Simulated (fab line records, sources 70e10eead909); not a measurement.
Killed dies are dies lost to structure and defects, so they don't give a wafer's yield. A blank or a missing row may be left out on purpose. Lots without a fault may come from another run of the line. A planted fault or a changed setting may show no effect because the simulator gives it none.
fab line records | flow nand_harc
record lots=16 wafers=48 last_day=32
route steps=1302 shown P_BONDPAD@374 A_ONON_D1@424 END@1302
lots that met no fault: from a run of the same line without faults
start_h: hours from the record's first day to the start of the lot's first wafer shown | wait_h: hours since the lot's step before | " the same as in the row above | L1.1+2: a row that stands for several wafers | - no value, or no start given | * or withheld: withheld | < > ~ a bound
route shown NAME@n: a module of which the file shows steps, and the number in the route of the first | usual: mean/standard deviation of fault-free wafers | same: alike in all rows | chamber/n: place in a boat | sites: the reading at each site | _std_site: their standard deviation | _edge_site: outer sites' mean less inner sites' | radius_mm: how far each site lies from the wafer's centre | mask NAME#n: copy n | behind: the tool/chamber that last shaped the wafer | hold: why the lot was held/for how many hours/how that ended | device: the transistor (n, p or np) that didn't switch | end of line: the same wafers' tests at the end of the route | a step without rows: its recipe alone | killed: dies lost to structure and defects at the first sort, not the wafer's yield | map: a wafer's dies, x killed, . not, _ none there
set.NAME: the setting as run; set.NAME@STEP: as run at that earlier step | model.NAME: the simulator's own value behind a step, which no gauge read
steps of the route over a sample of lots; a table a step, a row a wafer
services: from which hour (start_h, from the record's first day; less than 0 if before it) a tool's chamber was out of use, for how many hours, and why
## steps
# step NHARC_P_BONDPAD_DEGAS_25
# recipe temp_c=300 time_s=60
# usual heater_power_w=458/19
# columns lot.wafer tool chamber start_h wait_h heater_power_w
L715.3 pvd_sputter-02 - 132.62 - 513
L715.1 " - " " 473
L715.6 " - " " 471
L716.3 pvd_sputter-03 - 145.12 - 466
L716.4 " - " " 436
L716.2 " - " " 442
L717.2 pvd_sputter-01 - 155.79 - 425
L717.1 " - " " 462
L717.3 " - " " 453
L718.4 pvd_sputter-02 - 168.31 - 465
L718.1 " - " " 485
L718.5 " - " " 454
L719.2 pvd_sputter-03 - 173.28 - 443
L719.3 " - " " 436
L719.5 " - " " 472
L720.2 pvd_sputter-03 - 185.45 - 432
L720.3 " - " " 437
L720.5 " - " " 452
L721.2 pvd_sputter-02 - 194.95 - 437
L721.1 " - " " 483
L721.5 " - " " 427
L722.2 pvd_sputter-03 - 205.90 - 443
L722.1 " - " " 480
L722.5 " - " " 450
L723.4 pvd_sputter-03 - 217.68 - 457
L723.1 " - " " 457
L723.6 " - " " 467
L724.2 pvd_sputter-03 - 221.45 - 485
L724.3 " - " " 459
L724.6 " - " " 465
L726.2 pvd_sputter-02 - 245.78 - 502
L726.6 " - " " 470
L726.5 " - " " 445
L728.4 pvd_sputter-03 - 261.48 - 455
L728.3 " - " " 467
L728.2 " - " " 474
L730.4 pvd_sputter-03 - 290.34 - 483
L730.1 " - " " 436
L730.3 " - " " 458
L732.1 pvd_sputter-01 - 309.68 - 448
L732.4 " - " " 458
L732.3 " - " " 429
L735.2 pvd_sputter-02 - 336.91 - 450
L735.5 " - " " 446
L735.6 " - " " 478
L737.1 pvd_sputter-01 - 352.60 - 445
L737.6 " - " " 424
L737.5 " - " " 453
# step NHARC_P_BONDPAD_CMP_19
# recipe t_overpolish_s=30 cu_recess_touch_s=16 target_thk_nm=160.81
# usual motor_current_A=11.5/0.89 overpolish_run_s=30.000/0.0083
# columns lot.wafer tool chamber start_h wait_h motor_current_A overpolish_run_s
L715.3 cmp-01 1 133.74 - 12.8 30.009
L715.1 " 2 " " 11.1 29.992
L715.6 " 3 " " 10.4 29.988
L716.2 cmp-01 2 146.20 - 11.7 29.996
L716.3 " 3 " " 10.5 29.996
L716.4 " 1 " " 13.0 29.994
L717.2 cmp-02 0 156.90 - 11.6 29.998
L717.3 " 1 " " 12.7 30.008
L717.1 " 3 " " 12.5 30.007
L718.4 cmp-04 1 169.41 - 10.8 29.991
L718.1 " 3 " " 12.3 30.008
L718.5 " 0 " " 10.9 29.984
L719.2 cmp-04 3 174.42 - 12.9 29.998
L719.3 " 1 " " 10.5 30.005
L719.5 " 3 " " 13.0 30.006
L720.3 cmp-04 0 186.53 - 10.6 30.011
L720.2 " 2 " " 10.0 29.995
L720.5 " 0 " " 10.7 30.004
L721.2 cmp-02 2 196.05 - 11.4 29.997
L721.1 " 0 " " 11.0 30.009
L721.5 " 1 " " 12.7 30.007
L722.2 cmp-02 0 206.98 - 10.9 29.994
L722.1 " 1 " " 12.2 29.986
L722.5 " 1 " " 12.1 29.988
L723.4 cmp-02 2 218.77 - 11.1 30.001
L723.1 " 3 " " 12.5 30.017
L723.6 " 2 " " 11.4 30.001
L724.2 cmp-04 1 222.55 - 11.1 29.990
L724.3 " 3 " " 12.9 29.998
L724.6 " 1 " " 10.6 30.002
L726.2 cmp-01 0 246.93 - 12.4 30.007
L726.6 " 2 " " 10.8 30.002
L726.5 " 3 " " 11.0 30.004
L728.2 cmp-02 0 262.60 - 11.7 30.002
L728.4 " 1 " " 12.5 30.000
L728.3 " 2 " " 10.8 29.992
L730.1 cmp-02 2 291.43 - 10.5 30.006
L730.4 " 0 " " 11.3 29.995
L730.3 " 1 " " 12.4 30.013
L732.4 cmp-01 3 310.76 - 10.3 30.003
L732.1 " 1 " " 12.8 30.030
L732.3 " 2 " " 10.9 29.989
L735.2 cmp-01 2 338.29 - 10.9 29.991
L735.5 " 0 " " 12.0 29.997
L735.6 " 1 " " 12.1 30.000
L737.1 cmp-01 2 353.72 - 11.3 29.991
L737.5 " 0 " " 11.7 30.008
L737.6 " 1 " " 12.7 30.004
# step NHARC_A_ONON_D1_DEP_00
# recipe target_thk_a=10000 n2_flow_sccm=2750 n2o_flow_sccm=2000 nh3_flow_sccm=500 sih4_flow_sccm=210 temp_c=400
# usual sih4_flow_sccm=209.9/0.67
# columns lot.wafer tool chamber start_h wait_h sih4_flow_sccm
L715.1 pecvd_onon-01 0 157.73 0.1 208.7
L715.3 " 0 " " 209.7
L715.6 " 0 " " 209.4
L716.2 pecvd_onon-01 0 169.46 0.1 209.4
L716.3 " 0 " " 211.0
L716.4 " 0 " " 209.0
L717.1 pecvd_onon-01 0 180.17 0.1 210.2
L717.2 " 0 " " 210.9
L717.3 " 0 " " 211.1
L718.1 pecvd_onon-03 0 193.00 0.1 210.3
L718.4 " 0 " " 210.6
L718.5 " 0 " " 209.7
L719.2 pecvd_onon-03 0 200.44 0.1 210.2
L719.3 " 0 " " 209.9
L719.5 " 0 " " 209.6
L720.2 pecvd_onon-01 0 211.42 0.1 209.6
L720.3 " 0 " " 209.3
L720.5 " 0 " " 209.3
L721.1 pecvd_onon-01 0 221.55 0.1 210.2
L721.2 " 0 " " 209.2
L721.5 " 0 " " 209.3
L722.1 pecvd_onon-01 0 236.41 0.1 209.8
L722.2 " 0 " " 209.7
L722.5 " 0 " " 209.2
L723.1 pecvd_onon-01 0 242.91 0.1 210.2
L723.4 " 0 " " 210.7
L723.6 " 0 " " 208.9
L724.2 pecvd_onon-01 0 251.08 0.1 210.6
L724.3 " 0 " " 210.0
L724.6 " 0 " " 210.5
L726.2 pecvd_onon-04 0 270.09 0.1 211.0
L726.5 " 0 " " 210.2
L726.6 " 0 " " 210.7
L728.2 pecvd_onon-04 0 286.43 0.1 209.1
L728.3 " 0 " " 209.7
L728.4 " 0 " " 210.2
L730.1 pecvd_onon-03 0 315.52 0.1 211.5
L730.3 " 0 " " 210.8
L730.4 " 0 " " 211.0
L732.1 pecvd_onon-03 0 334.06 0.1 210.2
L732.3 " 0 " " 210.5
L732.4 " 0 " " 210.8
L735.2 pecvd_onon-03 0 361.82 0.1 209.6
L735.5 " 0 " " 209.6
L735.6 " 0 " " 209.7
L737.1 pecvd_onon-04 0 381.05 0.1 209.0
L737.5 " 0 " " 209.0
L737.6 " 0 " " 210.1
# step NHARC_A_ONON_D1_THK_MEAS_02
# recipe thk_meas_gauge=ellipsometry
# usual thk_nm=1003/10
# columns lot.wafer tool chamber start_h wait_h thk_nm
L715.1 film_metro-02 - 158.24 - 1002
L715.3 " - " " 1004
L715.6 " - " " 1003
L716.2 film_metro-02 - 169.91 - 994
L716.3 " - " " 993
L716.4 " - " " 995
L717.1 film_metro-02 - 180.69 - 971
L717.2 " - " " 973
L717.3 " - " " 970
L718.1 film_metro-02 - 193.50 - 1007
L718.4 " - " " 1008
L718.5 " - " " 1006
L719.2 film_metro-02 - 200.90 - 997
L719.3 " - " " 998
L719.5 " - " " 997
L720.2 film_metro-02 - 211.88 - 1009
L720.3 " - " " 1007
L720.5 " - " " 1010
L721.1 film_metro-01 - 222.06 - 1286
L721.2 " - " " 1286
L721.5 " - " " 1285
L722.1 film_metro-01 - 236.92 - 1264
L722.2 " - " " 1264
L722.5 " - " " 1266
L723.1 film_metro-01 - 243.42 - 1299
L723.4 " - " " 1299
L723.6 " - " " 1298
L724.2 film_metro-01 - 251.53 - 1290
L724.3 " - " " 1288
L724.6 " - " " 1290
L726.2 film_metro-01 - 270.54 - 1001
L726.5 " - " " 998
L726.6 " - " " 1000
L728.2 film_metro-01 - 286.87 - 1016
L728.3 " - " " 1014
L728.4 " - " " 1017
L730.1 film_metro-01 - 316.03 - 1000
L730.3 " - " " 999
L730.4 " - " " 999
L732.1 film_metro-02 - 334.57 - 1007
L732.3 " - " " 1007
L732.4 " - " " 1007
L735.2 film_metro-02 - 362.27 - 1000
L735.5 " - " " 1001
L735.6 " - " " 1000
L737.1 film_metro-01 - 381.56 - 1008
L737.5 " - " " 1007
L737.6 " - " " 1007
# step NHARC_END_SORT_01
# recipe temp_c=25
# usual killed_at_array=52/16 killed_at_other=0.8/1.1 killed_at_periphery=4.2/2.5 killed_dies=57/16 killed_open=3.4/2 killed_short=2.6/1.6
# same gross_dies=677
# columns lot.wafer tool chamber start_h wait_h killed_at_array killed_at_other killed_at_periphery killed_dies killed_open killed_short
L721.1 prober-01 0 612.03 2.5 674 1 2 677 4 0
L721.2 prober-01 0 612.83 2.8 674 0 3 677 9 0
L721.5 prober-01 0 615.22 3.7 674 0 3 677 2 5
L723.1 prober-02 0 634.31 2.5 669 5 3 677 3 3
L723.6 prober-02 0 638.26 4.0 668 4 5 677 7 6
# killed by level:class
L721.1 A_ONON_D1:area_dep=654 A_CHANNEL_HOLE_D2:chamber_film_flake=11 A_CHANNEL_HOLE_D1:chamber_film_flake=2 A_STAIRCASE:chamber_film_flake=2 P_GATE:geometric_particle:open=1 A_CHANNEL_HOLE_D1:geometric_particle:open=1 A_CHANNEL_FILL_D1:geometric_particle:open=1 A_WL_FILL:geometric_particle:open=1
L721.2 A_ONON_D1:area_dep=652 A_CHANNEL_HOLE_D2:chamber_film_flake=5 A_CHANNEL_FILL_D2:chamber_film_flake=4 A_CONTACT:chamber_film_flake=3 A_CHANNEL_FILL_D1:geometric_particle:open=2 A_WL_FILL:geometric_particle:open=2 A_M1:geometric_particle:open=2 A_M1:chamber_film_flake=2
L721.5 A_ONON_D1:area_dep=655 A_CHANNEL_HOLE_D2:chamber_film_flake=7 A_CHANNEL_FILL_D1:geometric_particle:short=3 P_ZERO_WELL:chamber_film_flake=2 A_CHANNEL_FILL_D2:chamber_film_flake=2 A_STAIRCASE:chamber_film_flake=2 P_CONTACT:geometric_particle:short=1 A_ONON_D1:geometric_particle:short=1
L723.1 A_ONON_D1:area_dep=611 A_CHANNEL_HOLE_D1:chamber_film_flake=32 A_CHANNEL_HOLE_D2:chamber_film_flake=12 THIN_TSV:chamber_film_flake=5 A_STAIRCASE:chamber_film_flake=4 A_CHANNEL_FILL_D2:geometric_particle:short=3 A_CONTACT:chamber_film_flake=3 A_DECK1_JOINT:geometric_particle:open=2
L723.6 A_ONON_D1:area_dep=623 A_CHANNEL_HOLE_D1:chamber_film_flake=20 A_CHANNEL_HOLE_D2:chamber_film_flake=8 A_STAIRCASE:chamber_film_flake=4 THIN_TSV:chamber_film_flake=4 A_CHANNEL_FILL_D1:chamber_film_flake=3 A_CHANNEL_FILL_D2:geometric_particle:short=2 A_BLC:geometric_particle:open=2
## services
# columns tool chamber start_h hours kind
cmp-01 - 109.97 0.9 repair
pvd_sputter-02 - 110.24 3.1 repair
cmp-04 - 111.00 4.0 pm
cmp-04 - 119.17 2.3 repair
cmp-02 - 134.51 4.0 pm
cmp-01 - 137.23 1.8 repair
cmp-01 - 166.70 0.4 repair
cmp-02 - 176.94 2.0 repair
pecvd_onon-01 - 185.13 0.8 repair
cmp-01 - 185.50 4.0 pm
cmp-02 - 204.66 1.6 repair
pvd_sputter-03 - 206.35 10.0 pm
cmp-04 - 209.11 4.0 pm
pecvd_onon-03 - 227.00 13.0 pm
cmp-04 - 228.53 3.6 repair
cmp-02 - 232.51 4.0 pm
cmp-02 - 242.53 0.4 repair
cmp-04 - 242.83 1.6 repair
pecvd_onon-01 - 269.24 13.0 pm
pvd_sputter-02 - 279.16 7.2 repair
cmp-01 - 283.50 4.0 pm
pvd_sputter-02 - 286.37 10.0 pm
cmp-01 - 312.69 1.3 repair
cmp-02 - 330.51 4.0 pm
## key
first_sign step=NHARC_A_ONON_D1_THK_MEAS_02 reading=thk_nm direction=up sigmas=28 usual=1003 struck=1285
effect step=NHARC_END_SORT_01 reading=killed_at_array direction=up sigmas=39 usual=52 struck=672
more_kills_born_at NHARC_A_ONON_D1_DEP_00@pecvd_onon-01=3195
met_at NHARC_A_ONON_D1_DEP_00
struck_lots L721,L722,L723,L724
rows_end L723.4,L724.2,L724.3,L724.6
later_rows_left_out L721.1,L721.2,L721.5,L722.1,L722.2,L722.5,L723.1,L723.6
sort_left_out L722.1,L722.2,L722.5
tester_left_out L721,L722,L723
not_acting_at NHARC_P_BONDPAD_DEGAS_25,NHARC_P_BONDPAD_CMP_19
onset_between 211.42 221.55
fault kind=process_parameter_drift tool=pecvd_onon-01 chamber=- onset_h=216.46 steps=NHARC_A_ONON_D1_DEP_00 channel=target_thk_a offset=* shape=step acts_in=* stated=*
# tester_left_out: of these lots the tester's yield and bins aren't shown, on N5 and GAA mostly nor the transistor test; their killed dies are dies lost to structure and defects alone, not to doping, threshold or leakage, so they don't give the yield
# sort_left_out: the simulated sort isn't trusted on such a fault, so these wafers' sort isn't shown, and their yield isn't known
# later_rows_left_out: the simulator's readings of these wafers behind a module that went badly wrong aren't trusted and aren't shown, but for the sort
# rows_end: these wafers met a further fault down the route, and their rows from its step on are left out
